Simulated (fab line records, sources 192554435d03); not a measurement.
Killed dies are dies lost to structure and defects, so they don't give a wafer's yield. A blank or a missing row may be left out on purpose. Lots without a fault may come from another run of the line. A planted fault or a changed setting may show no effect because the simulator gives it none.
Chamber matching | flow n5_finfet | N5_BEOL_M4_ETCH_64 on rie_diel-05: 4 sister chambers
The step etches SOC in N2/H2, target depth 75 nm, overetch 22.5 nm, time 121.9 s. 8 wafers are shown with their chamber, then 11 later ones without.

WAFERS WITH THEIR CHAMBER
wafer  | chamber | showerhead_plenum_p_Torr (Torr) | throttle_valve_pct (%)
L085.1 | 0       | 2.70                            | 17.82
L085.5 | 2       | 2.62                            | 17.39
L087.3 | 2       | 2.61                            | 17.39
L087.4 | 3       | 2.49                            | 17.59
L088.1 | 1       | 2.50                            | 17.79
L088.4 | 3       | 2.49                            | 17.59
L088.5 | 1       | 2.50                            | 17.78
L089.3 | 0       | 2.69                            | 17.82

WAFERS WITHOUT THEIR CHAMBER
wafer  | showerhead_plenum_p_Torr (Torr) | throttle_valve_pct (%)
L089.5 | 2.70                            | 17.83
L089.6 | 2.50                            | 17.79
L094.1 | 2.48                            | 17.61
L094.2 | 2.69                            | 17.83
L094.4 | 2.61                            | 17.40
L096.3 | 2.61                            | 17.42
L096.5 | 2.48                            | 17.62
L096.6 | 2.69                            | 17.85
L097.1 | 2.69                            | 17.85
L097.4 | 2.60                            | 17.45
L097.5 | 2.49                            | 17.81

WHICH CHAMBER EACH WENT THROUGH
wafer  | from the rows above | in truth
L089.5 | 0                   | 0
L089.6 | 1                   | 1
L094.1 | 3                   | 3
L094.2 | 0                   | 0
L094.4 | 2                   | 2
L096.3 | 2                   | 2
L096.5 | 3                   | 3
L096.6 | 0                   | 0
L097.1 | 0                   | 0
L097.4 | 2                   | 2
L097.5 | 1                   | 1
Placed correctly: 11 of 11. Can't be placed from these rows: 0. Placed wrongly: 0.
How it was worked out, from the rows above alone: a wafer's distance from a chamber is the root of the sum, over the readings, of the square of ((its reading less the chamber's mean) divided by the reading's scatter). The wafer belongs to the nearest chamber; if the next one is less than 2 further off, it can't be placed. A chamber's mean is the mean of its shown wafers. The scatter: the root of (the sum of the squares of (reading less its chamber's mean) over the shown wafers, divided by (wafers less chambers)).
